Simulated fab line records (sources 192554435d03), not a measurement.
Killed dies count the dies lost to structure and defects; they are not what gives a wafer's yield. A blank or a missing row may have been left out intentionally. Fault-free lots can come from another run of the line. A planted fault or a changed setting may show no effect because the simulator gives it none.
8D (eight disciplines) problem report, filled in by code || flow n5 finfet || the parts of the form that need people (team, actions taken, sign-off) are left out

1. PROBLEM STATEMENT
REXT_P at N5_BEOL_M4_RC_MEAS_101 reads a mean of 126.0 ohm.um on 1 wafer of 1 lot; wafers without a fault read 100.6 ohm.um with a standard deviation of 1.8. That puts it +14 standard deviations away from the usual mean.
Seen first at day 12 10:17 on prober-02, wafer L949.2. The record has a number at this step for 30 wafers belonging to 10 lots. Rule for "out", or "out of limits": more than 4 standard deviations from the usual mean. All remaining wafers that have a number are taken as sound.

2. WHAT IT IS, AND WHAT IT ISN'T
{"question": "which readings at this step", "is": "REXT_P, ION_N, ION_P, REXT_N, VT_N", "is not": "-"}
{"question": "which lots", "is": "L949", "is not": "L933, L934, L935, L936, L938, L939, L943, L944, L945"}
{"question": "which wafers of those lots", "is": "L949.2", "is not": "L949.4, L949.5"}
{"question": "read on which gauges", "is": "prober-02", "is not": "prober-01"}
{"question": "when", "is": "from day 12 10:17", "is not": "up to then (29 sound wafers)"}

3. WHAT RULES OUT EACH SUSPECT
Counting: any tool at a process step up to the reading remains a suspect provided it ran every lot that is out. Sound lots after the first of them don't rule it out here, since some wafers of a struck lot are sound.
- the gauge at N5_BEOL_M4_RC_MEAS_101: kept. All the wafers that are out were read on prober-02, and no step on other tools shows them out.
- ald sin-01 at N5_SPACER0_ALD_08 (deposits SiNx, target thk 2 nm): kept. The lot that is out, L949, ran on it at day 7 12:43; the last sound lot it ran before that was L945, at day 6 12:46.
- pvd sputter-03 at N5_BEOL_M4_SPUTTER_92 (material Cu, target thk 4.5 nm, time 8.29 s): kept. The lot that is out, L949, ran on it at day 12 08:35; the last sound lot it ran before that was L945, at day 11 15:27.
- pvd sputter-03 at N5_BEOL_M4_ANNEAL_95 (time 240 s): kept. The lot that is out, L949, ran on it at day 12 08:53; the last sound lot it ran before that was L945, at day 11 15:45.
- Within ald sin-01 at N5_SPACER0_ALD_08, the wafers that are out were processed in chamber 0 and their sound lot-mates in chamber 3.
Left after counting: ald sin-01 at N5_SPACER0_ALD_08, pvd sputter-03 at N5_BEOL_M4_SPUTTER_92, pvd sputter-03 at N5_BEOL_M4_ANNEAL_95, prober-02 at N5_BEOL_M4_RC_MEAS_101.

4. THE CAUSE (what the simulator had put in)
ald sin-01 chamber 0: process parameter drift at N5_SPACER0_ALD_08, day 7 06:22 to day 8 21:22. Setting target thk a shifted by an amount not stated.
This tool is one of the 4 suspects left after counting.

5. SEQUENCE OF EFFECTS, ordered by route
Each row: a reading whose mean over the struck wafers that have a number lies more than 3 standard deviations from the usual. Scope: only readings with a usual standard deviation given in the record; hours: median across lots of the time from each lot's start at the first step in this table that gives one to its start at this step; sigmas: change in usual standard deviations.
{"hours": 0, "step": "N5_BEOL_M4_RC_MEAS_101", "reading": "DIBL_N", "usual": "36.5 mV/V", "on struck wafers": 29.3, "change": -7.2, "sigmas": -3.6}
{"hours": 0, "step": "N5_BEOL_M4_RC_MEAS_101", "reading": "DIBL_P", "usual": "36.5 mV/V", "on struck wafers": 28.8, "change": -7.7, "sigmas": -3.3}
{"hours": 0, "step": "N5_BEOL_M4_RC_MEAS_101", "reading": "IOFF_P_85C", "usual": "3.7 nA/um", "on struck wafers": 2.0, "change": -1.7, "sigmas": -3.1}
{"hours": 0, "step": "N5_BEOL_M4_RC_MEAS_101", "reading": "IOFF_P_LIN", "usual": "0.099 nA/um", "on struck wafers": 0.058, "change": -0.041, "sigmas": -3.2}
{"hours": 0, "step": "N5_BEOL_M4_RC_MEAS_101", "reading": "ION_N", "usual": "672 uA/um", "on struck wafers": 612, "change": -60, "sigmas": -5.0}
{"hours": 0, "step": "N5_BEOL_M4_RC_MEAS_101", "reading": "ION_P", "usual": "459 uA/um", "on struck wafers": 423, "change": -36, "sigmas": -5.1}
{"hours": 0, "step": "N5_BEOL_M4_RC_MEAS_101", "reading": "REXT_N", "usual": "75.8 ohm.um", "on struck wafers": 93.9, "change": "+18.1", "sigmas": "+12"}
{"hours": 0, "step": "N5_BEOL_M4_RC_MEAS_101", "reading": "REXT_P", "usual": "100.6 ohm.um", "on struck wafers": 126.0, "change": "+25.4", "sigmas": "+14"}
{"hours": 0, "step": "N5_BEOL_M4_RC_MEAS_101", "reading": "VT_N", "usual": "250 mV", "on struck wafers": 264, "change": "+14", "sigmas": "+4.2"}
{"hours": 0, "step": "N5_BEOL_M4_RC_MEAS_101", "reading": "VT_N_LVT", "usual": "98 mV", "on struck wafers": 109, "change": "+11", "sigmas": "+3.1"}
{"hours": 0, "step": "N5_BEOL_M4_RC_MEAS_101", "reading": "VT_P", "usual": "-250.5 mV", "on struck wafers": -260.3, "change": -9.8, "sigmas": -3.4}
{"hours": 0, "step": "N5_BEOL_M4_RC_MEAS_101", "reading": "VT_P_LVT", "usual": "-99.0 mV", "on struck wafers": -109.6, "change": -10.6, "sigmas": -3.7}
{"hours": 121, "step": "N5_PASSIVATION_PROBE_49", "reading": "sort_bin_8_speed", "usual": "0.1 %", "on struck wafers": 86.0, "change": "+85.9", "sigmas": "+78"}
{"hours": 121, "step": "N5_PASSIVATION_PROBE_49", "reading": "sort n pass", "usual": 1077, "on struck wafers": 55, "change": -1022, "sigmas": -49}
{"hours": 121, "step": "N5_PASSIVATION_PROBE_49", "reading": "sort yield pct", "usual": "91.3 %", "on struck wafers": 4.7, "change": -86.6, "sigmas": -51}
Here are the process steps it includes:
- N5_PASSIVATION_PROBE_49

6. HOW IT WOULD HAVE BEEN CAUGHT EARLIER
The first out-of-limits reading at a measuring or inspecting step in this record came at day 12 10:17, 124 hours after the fault's start at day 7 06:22.
No tool reading at N5_SPACER0_ALD_08 that has a usual standard deviation in the record was out on any struck wafer, so an alarm limit of 4 standard deviations on those readings would not have fired.
The start of N5_SPACER0_ALD_08 on ald sin-01 came by day 12 10:17 for every one of the lots that are out (1). Holding the tool at that point would not have protected any of them.
